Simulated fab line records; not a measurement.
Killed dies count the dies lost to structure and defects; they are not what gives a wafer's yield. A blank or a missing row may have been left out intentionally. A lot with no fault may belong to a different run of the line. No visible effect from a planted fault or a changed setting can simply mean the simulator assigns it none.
The tool behind it: which one? :: flow nand-harc :: Sampling: 24 lots, 72 wafers, 3 of 1302 route steps

WHAT THE GAUGES SHOWED, per wafer
NHARC_A_CHANNEL_HOLE_D2_INSPECT_40. Usual: raw-defect-count 290, standard deviation 87.
lot: L076
measured: day 14 08:52
on: defect-inspect-01
raw-defect-count: 272 287 259
flag: 

lot: L077
measured: day 14 10:52
on: defect-inspect-02
raw-defect-count: 335 294 276
flag: 

lot: L074
measured: day 14 13:02
on: defect-inspect-01
raw-defect-count: 313 300 294
flag: 

lot: L075
measured: day 14 15:01
on: defect-inspect-01
raw-defect-count: 264 334 247
flag: 

lot: L078
measured: day 15 02:22
on: defect-inspect-01
raw-defect-count: 136 260 239
flag: 

lot: L079
measured: day 15 13:01
on: defect-inspect-02
raw-defect-count: 436 329 306
flag: 

lot: L080
measured: day 15 14:37
on: defect-inspect-01
raw-defect-count: 143 182 202
flag: 

lot: L081
measured: day 16 06:31
on: defect-inspect-02
raw-defect-count: 295 390 404
flag: 

lot: L082
measured: day 16 13:18
on: defect-inspect-01
raw-defect-count: 239 244 373
flag: 

lot: L083
measured: day 17 05:04
on: defect-inspect-02
raw-defect-count: 374 328 292
flag: 

lot: L084
measured: day 17 19:53
on: defect-inspect-02
raw-defect-count: 277 350 414
flag: 

lot: L085
measured: day 17 21:11
on: defect-inspect-02
raw-defect-count: 273 276 295
flag: 

lot: L086
measured: day 18 00:04
on: defect-inspect-02
raw-defect-count: 461 256 254
flag: 

lot: L087
measured: day 18 12:16
on: defect-inspect-02
raw-defect-count: 177 529 138
flag: 

lot: L089
measured: day 19 06:05
on: defect-inspect-02
raw-defect-count: 240 293 300
flag: 

lot: L088
measured: day 19 09:20
on: defect-inspect-01
raw-defect-count: 244 405 289
flag: 

lot: L090
measured: day 20 01:17
on: defect-inspect-01
raw-defect-count: 289 339 242
flag: 

lot: L091
measured: day 20 10:53
on: defect-inspect-02
raw-defect-count: 367 304 255
flag: 

lot: L093
measured: day 21 00:09
on: defect-inspect-02
raw-defect-count: 413 362 377
flag: 

lot: L092
measured: day 21 03:45
on: defect-inspect-02
raw-defect-count: 320 389 203
flag: 

lot: L094
measured: day 22 03:13
on: defect-inspect-01
raw-defect-count: 188 336 304
flag: 

lot: L095
measured: day 22 05:20
on: defect-inspect-02
raw-defect-count: 169 233 123
flag: 

lot: L096
measured: day 22 13:02
on: defect-inspect-02
raw-defect-count: 340 294 295
flag: 

lot: L097
measured: day 22 23:20
on: defect-inspect-02
raw-defect-count: 316 140 259
flag: 

EACH LOT AND THE TOOL THAT RAN IT (in order: tool; ch and the chambers of the sampled wafers; start)
lot: L076
NHARC_A_CHANNEL_HOLE_D2_ETCH_19: har-etch-01 ch 0,1, day 14 03:10
NHARC_A_CHANNEL_HOLE_D2_ETCH_26: har-etch-01 ch 0,1, day 14 06:57

lot: L077
NHARC_A_CHANNEL_HOLE_D2_ETCH_19: har-etch-02 ch 0,1, day 14 05:11
NHARC_A_CHANNEL_HOLE_D2_ETCH_26: har-etch-02 ch 0,1, day 14 08:59

lot: L074
NHARC_A_CHANNEL_HOLE_D2_ETCH_19: har-etch-01 ch 0,1, day 14 07:20
NHARC_A_CHANNEL_HOLE_D2_ETCH_26: har-etch-01 ch 0,1, day 14 11:06

lot: L075
NHARC_A_CHANNEL_HOLE_D2_ETCH_19: har-etch-02 ch 0,1, day 14 09:22
NHARC_A_CHANNEL_HOLE_D2_ETCH_26: har-etch-02 ch 0,1, day 14 13:11

lot: L078
NHARC_A_CHANNEL_HOLE_D2_ETCH_19: har-etch-01 ch 0, day 14 20:41
NHARC_A_CHANNEL_HOLE_D2_ETCH_26: har-etch-01 ch 0, day 15 00:29

lot: L079
NHARC_A_CHANNEL_HOLE_D2_ETCH_19: har-etch-02 ch 0,1, day 15 07:22
NHARC_A_CHANNEL_HOLE_D2_ETCH_26: har-etch-02 ch 0,1, day 15 11:10

lot: L080
NHARC_A_CHANNEL_HOLE_D2_ETCH_19: har-etch-01 ch 0,1, day 15 08:46
NHARC_A_CHANNEL_HOLE_D2_ETCH_26: har-etch-01 ch 0,1, day 15 12:34

lot: L081
NHARC_A_CHANNEL_HOLE_D2_ETCH_19: har-etch-01 ch 0,1, day 16 00:47
NHARC_A_CHANNEL_HOLE_D2_ETCH_26: har-etch-01 ch 0,1, day 16 04:35

lot: L082
NHARC_A_CHANNEL_HOLE_D2_ETCH_19: har-etch-02 ch 0, day 16 07:37
NHARC_A_CHANNEL_HOLE_D2_ETCH_26: har-etch-02 ch 0, day 16 11:22

lot: L083
NHARC_A_CHANNEL_HOLE_D2_ETCH_19: har-etch-01 ch 0,1, day 16 23:23
NHARC_A_CHANNEL_HOLE_D2_ETCH_26: har-etch-01 ch 0,1, day 17 03:08

lot: L084
NHARC_A_CHANNEL_HOLE_D2_ETCH_19: har-etch-02 ch 0,1, day 17 14:11
NHARC_A_CHANNEL_HOLE_D2_ETCH_26: har-etch-02 ch 0,1, day 17 17:58

lot: L085
NHARC_A_CHANNEL_HOLE_D2_ETCH_19: har-etch-01 ch 0,1, day 17 15:21
NHARC_A_CHANNEL_HOLE_D2_ETCH_26: har-etch-01 ch 0,1, day 17 19:10

lot: L086
NHARC_A_CHANNEL_HOLE_D2_ETCH_19: har-etch-02 ch 0,1, day 17 18:20
NHARC_A_CHANNEL_HOLE_D2_ETCH_26: har-etch-02 ch 0,1, day 17 22:08

lot: L087
NHARC_A_CHANNEL_HOLE_D2_ETCH_19: har-etch-02 ch 0,1, day 18 06:35
NHARC_A_CHANNEL_HOLE_D2_ETCH_26: har-etch-02 ch 0,1, day 18 10:25

lot: L089
NHARC_A_CHANNEL_HOLE_D2_ETCH_19: har-etch-01 ch 0,1, day 19 00:23
NHARC_A_CHANNEL_HOLE_D2_ETCH_26: har-etch-01 ch 0,1, day 19 04:10

lot: L088
NHARC_A_CHANNEL_HOLE_D2_ETCH_19: har-etch-02 ch 0,1, day 19 03:37
NHARC_A_CHANNEL_HOLE_D2_ETCH_26: har-etch-02 ch 0,1, day 19 07:24

lot: L090
NHARC_A_CHANNEL_HOLE_D2_ETCH_19: har-etch-01 ch 0,1, day 19 19:32
NHARC_A_CHANNEL_HOLE_D2_ETCH_26: har-etch-01 ch 0,1, day 19 23:19

lot: L091
NHARC_A_CHANNEL_HOLE_D2_ETCH_19: har-etch-01 ch 0,1, day 20 05:11
NHARC_A_CHANNEL_HOLE_D2_ETCH_26: har-etch-01 ch 0,1, day 20 08:58

lot: L093
NHARC_A_CHANNEL_HOLE_D2_ETCH_19: har-etch-01 ch 0,1, day 20 18:29
NHARC_A_CHANNEL_HOLE_D2_ETCH_26: har-etch-01 ch 0,1, day 20 22:19

lot: L092
NHARC_A_CHANNEL_HOLE_D2_ETCH_19: har-etch-02 ch 0,1, day 20 21:55
NHARC_A_CHANNEL_HOLE_D2_ETCH_26: har-etch-02 ch 0,1, day 21 01:42

lot: L094
NHARC_A_CHANNEL_HOLE_D2_ETCH_19: har-etch-01 ch 0,1, day 21 21:31
NHARC_A_CHANNEL_HOLE_D2_ETCH_26: har-etch-01 ch 0,1, day 22 01:17

lot: L095
NHARC_A_CHANNEL_HOLE_D2_ETCH_19: har-etch-02 ch 0,1, day 21 23:38
NHARC_A_CHANNEL_HOLE_D2_ETCH_26: har-etch-02 ch 0,1, day 22 03:24

lot: L096
NHARC_A_CHANNEL_HOLE_D2_ETCH_19: har-etch-01 ch 0,1, day 22 07:17
NHARC_A_CHANNEL_HOLE_D2_ETCH_26: har-etch-01 ch 0,1, day 22 11:06

lot: L097
NHARC_A_CHANNEL_HOLE_D2_ETCH_19: har-etch-02 ch 0,1, day 22 17:40
NHARC_A_CHANNEL_HOLE_D2_ETCH_26: har-etch-02 ch 0,1, day 22 21:28
- NHARC_A_CHANNEL_HOLE_D2_ETCH_19: etches the open film in C4F8/O2/Ar, time 34.5 s.
- NHARC_A_CHANNEL_HOLE_D2_ETCH_26: etches the open film in C4F8/O2/Ar, time 224.1 s, target depth 300 nm.

WHAT THE TOOLS THEMSELVES READ (means of the sampled wafers that have a number; where no wafer has one, the mark that the record gives instead)
NHARC_A_CHANNEL_HOLE_D2_ETCH_19. Usual: drypump-motor-current-A 6.2 A, standard deviation 0.35; o2-flow-sccm 96.21 sccm, standard deviation 0.29; showerhead-plenum-p-Torr 3.73 Torr, standard deviation 0.12; throttle-valve-pct 37.038 %, standard deviation 0.0084.
lot: L076
tool: har-etch-01
drypump-motor-current-A (A): 6.1
o2-flow-sccm (sccm): 96.01
showerhead-plenum-p-Torr (Torr): 3.74
throttle-valve-pct (%): 37.048
flag: 

lot: L077
tool: har-etch-02
drypump-motor-current-A (A): 6.5
o2-flow-sccm (sccm): 96.00
showerhead-plenum-p-Torr (Torr): 3.68
throttle-valve-pct (%): 37.040
flag: 

lot: L074
tool: har-etch-01
drypump-motor-current-A (A): 6.1
o2-flow-sccm (sccm): 96.20
showerhead-plenum-p-Torr (Torr): 3.74
throttle-valve-pct (%): 37.033
flag: 

lot: L075
tool: har-etch-02
drypump-motor-current-A (A): 6.1
o2-flow-sccm (sccm): 96.20
showerhead-plenum-p-Torr (Torr): 3.60
throttle-valve-pct (%): 37.040
flag: 

lot: L078
tool: har-etch-01
drypump-motor-current-A (A): 6.2
o2-flow-sccm (sccm): 96.63
showerhead-plenum-p-Torr (Torr): 3.73
throttle-valve-pct (%): 37.038
flag: 

lot: L079
tool: har-etch-02
drypump-motor-current-A (A): 6.2
o2-flow-sccm (sccm): 96.08
showerhead-plenum-p-Torr (Torr): 3.59
throttle-valve-pct (%): 37.027
flag: 

lot: L080
tool: har-etch-01
drypump-motor-current-A (A): 6.1
o2-flow-sccm (sccm): 96.31
showerhead-plenum-p-Torr (Torr): 3.72
throttle-valve-pct (%): 37.043
flag: 

lot: L081
tool: har-etch-01
drypump-motor-current-A (A): 6.1
o2-flow-sccm (sccm): 96.29
showerhead-plenum-p-Torr (Torr): 3.72
throttle-valve-pct (%): 37.042
flag: 

lot: L082
tool: har-etch-02
drypump-motor-current-A (A): 5.9
o2-flow-sccm (sccm): 96.26
showerhead-plenum-p-Torr (Torr): 3.49
throttle-valve-pct (%): 37.052
flag: 

lot: L083
tool: har-etch-01
drypump-motor-current-A (A): 6.1
o2-flow-sccm (sccm): 96.26
showerhead-plenum-p-Torr (Torr): 3.71
throttle-valve-pct (%): 37.036
flag: 

lot: L084
tool: har-etch-02
drypump-motor-current-A (A): 6.1
o2-flow-sccm (sccm): 96.04
showerhead-plenum-p-Torr (Torr): 3.90
throttle-valve-pct (%): 37.036
flag: 

lot: L085
tool: har-etch-01
drypump-motor-current-A (A): 6.1
o2-flow-sccm (sccm): 95.93
showerhead-plenum-p-Torr (Torr): 3.71
throttle-valve-pct (%): 37.043
flag: 

lot: L086
tool: har-etch-02
drypump-motor-current-A (A): 6.1
o2-flow-sccm (sccm): 96.27
showerhead-plenum-p-Torr (Torr): 3.90
throttle-valve-pct (%): 37.041
flag: 

lot: L087
tool: har-etch-02
drypump-motor-current-A (A): 6.2
o2-flow-sccm (sccm): 96.20
showerhead-plenum-p-Torr (Torr): 3.90
throttle-valve-pct (%): 37.033
flag: 

lot: L089
tool: har-etch-01
drypump-motor-current-A (A): 6.1
o2-flow-sccm (sccm): 96.19
showerhead-plenum-p-Torr (Torr): 3.69
throttle-valve-pct (%): 37.032
flag: 

lot: L088
tool: har-etch-02
drypump-motor-current-A (A): 6.5
o2-flow-sccm (sccm): 96.43
showerhead-plenum-p-Torr (Torr): 3.82
throttle-valve-pct (%): 37.039
flag: 

lot: L090
tool: har-etch-01
drypump-motor-current-A (A): 6.1
o2-flow-sccm (sccm): 96.20
showerhead-plenum-p-Torr (Torr): 3.69
throttle-valve-pct (%): 37.043
flag: 

lot: L091
tool: har-etch-01
drypump-motor-current-A (A): 6.1
o2-flow-sccm (sccm): 96.00
showerhead-plenum-p-Torr (Torr): 3.69
throttle-valve-pct (%): 37.027
flag: 

lot: L093
tool: har-etch-01
drypump-motor-current-A (A): 6.1
o2-flow-sccm (sccm): 96.52
showerhead-plenum-p-Torr (Torr): 3.68
throttle-valve-pct (%): 37.038
flag: 

lot: L092
tool: har-etch-02
drypump-motor-current-A (A): 6.2
o2-flow-sccm (sccm): 95.89
showerhead-plenum-p-Torr (Torr): 3.88
throttle-valve-pct (%): 37.041
flag: 

lot: L094
tool: har-etch-01
drypump-motor-current-A (A): 6.1
o2-flow-sccm (sccm): 96.14
showerhead-plenum-p-Torr (Torr): 3.67
throttle-valve-pct (%): 37.042
flag: 

lot: L095
tool: har-etch-02
drypump-motor-current-A (A): 6.2
o2-flow-sccm (sccm): 96.25
showerhead-plenum-p-Torr (Torr): 3.87
throttle-valve-pct (%): 37.037
flag: 

lot: L096
tool: har-etch-01
drypump-motor-current-A (A): 6.1
o2-flow-sccm (sccm): 96.38
showerhead-plenum-p-Torr (Torr): 3.67
throttle-valve-pct (%): 37.040
flag: 

lot: L097
tool: har-etch-02
drypump-motor-current-A (A): 6.5
o2-flow-sccm (sccm): 96.17
showerhead-plenum-p-Torr (Torr): 3.79
throttle-valve-pct (%): 37.036
flag: 

NHARC_A_CHANNEL_HOLE_D2_ETCH_26. Usual: drypump-motor-current-A 6.2 A, standard deviation 0.35; o2-flow-sccm 113.6 sccm, standard deviation 0.34; showerhead-plenum-p-Torr 3.74 Torr, standard deviation 0.12; throttle-valve-pct 24.583 %, standard deviation 0.01.
lot: L076
tool: har-etch-01
drypump-motor-current-A (A): 6.1
o2-flow-sccm (sccm): 113.8
showerhead-plenum-p-Torr (Torr): 3.74
throttle-valve-pct (%): 24.583
flag: 

lot: L077
tool: har-etch-02
drypump-motor-current-A (A): 6.5
o2-flow-sccm (sccm): 113.2
showerhead-plenum-p-Torr (Torr): 3.68
throttle-valve-pct (%): 24.591
flag: 

lot: L074
tool: har-etch-01
drypump-motor-current-A (A): 6.1
o2-flow-sccm (sccm): 113.7
showerhead-plenum-p-Torr (Torr): 3.74
throttle-valve-pct (%): 24.591
flag: 

lot: L075
tool: har-etch-02
drypump-motor-current-A (A): 6.1
o2-flow-sccm (sccm): 113.7
showerhead-plenum-p-Torr (Torr): 3.59
throttle-valve-pct (%): 24.582
flag: 

lot: L078
tool: har-etch-01
drypump-motor-current-A (A): 6.2
o2-flow-sccm (sccm): 113.9
showerhead-plenum-p-Torr (Torr): 3.73
throttle-valve-pct (%): 24.592
flag: 

lot: L079
tool: har-etch-02
drypump-motor-current-A (A): 6.1
o2-flow-sccm (sccm): 113.6
showerhead-plenum-p-Torr (Torr): 3.59
throttle-valve-pct (%): 24.591
flag: 

lot: L080
tool: har-etch-01
drypump-motor-current-A (A): 6.1
o2-flow-sccm (sccm): 113.9
showerhead-plenum-p-Torr (Torr): 3.73
throttle-valve-pct (%): 24.585
flag: 

lot: L081
tool: har-etch-01
drypump-motor-current-A (A): 6.1
o2-flow-sccm (sccm): 113.4
showerhead-plenum-p-Torr (Torr): 3.72
throttle-valve-pct (%): 24.585
flag: 

lot: L082
tool: har-etch-02
drypump-motor-current-A (A): 5.8
o2-flow-sccm (sccm): 113.5
showerhead-plenum-p-Torr (Torr): 3.49
throttle-valve-pct (%): 24.584
flag: 

lot: L083
tool: har-etch-01
drypump-motor-current-A (A): 6.1
o2-flow-sccm (sccm): 113.6
showerhead-plenum-p-Torr (Torr): 3.71
throttle-valve-pct (%): 24.583
flag: 

lot: L084
tool: har-etch-02
drypump-motor-current-A (A): 6.2
o2-flow-sccm (sccm): 113.8
showerhead-plenum-p-Torr (Torr): 3.91
throttle-valve-pct (%): 24.591
flag: 

lot: L085
tool: har-etch-01
drypump-motor-current-A (A): 6.1
o2-flow-sccm (sccm): 113.5
showerhead-plenum-p-Torr (Torr): 3.71
throttle-valve-pct (%): 24.581
flag: 

lot: L086
tool: har-etch-02
drypump-motor-current-A (A): 6.1
o2-flow-sccm (sccm): 113.8
showerhead-plenum-p-Torr (Torr): 3.91
throttle-valve-pct (%): 24.589
flag: 

lot: L087
tool: har-etch-02
drypump-motor-current-A (A): 6.2
o2-flow-sccm (sccm): 113.6
showerhead-plenum-p-Torr (Torr): 3.90
throttle-valve-pct (%): 24.575
flag: 

lot: L089
tool: har-etch-01
drypump-motor-current-A (A): 6.1
o2-flow-sccm (sccm): 113.6
showerhead-plenum-p-Torr (Torr): 3.69
throttle-valve-pct (%): 24.578
flag: 

lot: L088
tool: har-etch-02
drypump-motor-current-A (A): 6.5
o2-flow-sccm (sccm): 113.4
showerhead-plenum-p-Torr (Torr): 3.82
throttle-valve-pct (%): 24.579
flag: 

lot: L090
tool: har-etch-01
drypump-motor-current-A (A): 6.1
o2-flow-sccm (sccm): 113.6
showerhead-plenum-p-Torr (Torr): 3.69
throttle-valve-pct (%): 24.588
flag: 

lot: L091
tool: har-etch-01
drypump-motor-current-A (A): 6.1
o2-flow-sccm (sccm): 114.0
showerhead-plenum-p-Torr (Torr): 3.69
throttle-valve-pct (%): 24.576
flag: 

lot: L093
tool: har-etch-01
drypump-motor-current-A (A): 6.1
o2-flow-sccm (sccm): 113.7
showerhead-plenum-p-Torr (Torr): 3.68
throttle-valve-pct (%): 24.585
flag: 

lot: L092
tool: har-etch-02
drypump-motor-current-A (A): 6.1
o2-flow-sccm (sccm): 113.7
showerhead-plenum-p-Torr (Torr): 3.88
throttle-valve-pct (%): 24.575
flag: 

lot: L094
tool: har-etch-01
drypump-motor-current-A (A): 6.1
o2-flow-sccm (sccm): 113.3
showerhead-plenum-p-Torr (Torr): 3.67
throttle-valve-pct (%): 24.579
flag: 

lot: L095
tool: har-etch-02
drypump-motor-current-A (A): 6.2
o2-flow-sccm (sccm): 113.6
showerhead-plenum-p-Torr (Torr): 3.87
throttle-valve-pct (%): 24.580
flag: 

lot: L096
tool: har-etch-01
drypump-motor-current-A (A): 6.1
o2-flow-sccm (sccm): 113.8
showerhead-plenum-p-Torr (Torr): 3.67
throttle-valve-pct (%): 24.592
flag: 

lot: L097
tool: har-etch-02
drypump-motor-current-A (A): 6.5
o2-flow-sccm (sccm): 113.6
showerhead-plenum-p-Torr (Torr): 3.79
throttle-valve-pct (%): 24.580
flag: 

THE ANSWER, worked out from the rows above alone
Rule: take the mean of a lot's wafers that have a number; if it is more than 3 standard deviations from the usual mean, the lot is off. Also off: a lot with no number at a reading for which 4 or more lots have one. Where the step has rows for the other lots, those lots are counted as sound. First the gauges in route order, then the tools' own readings, where a lot's mean is used as printed above. At the first step where some lot is off, the reading lying furthest off is the one used; lots without a number count as furthest.
Nothing can be told from this: no lot is off at any reading shown.

WHAT HAD BEEN PUT IN BY THE SIMULATOR
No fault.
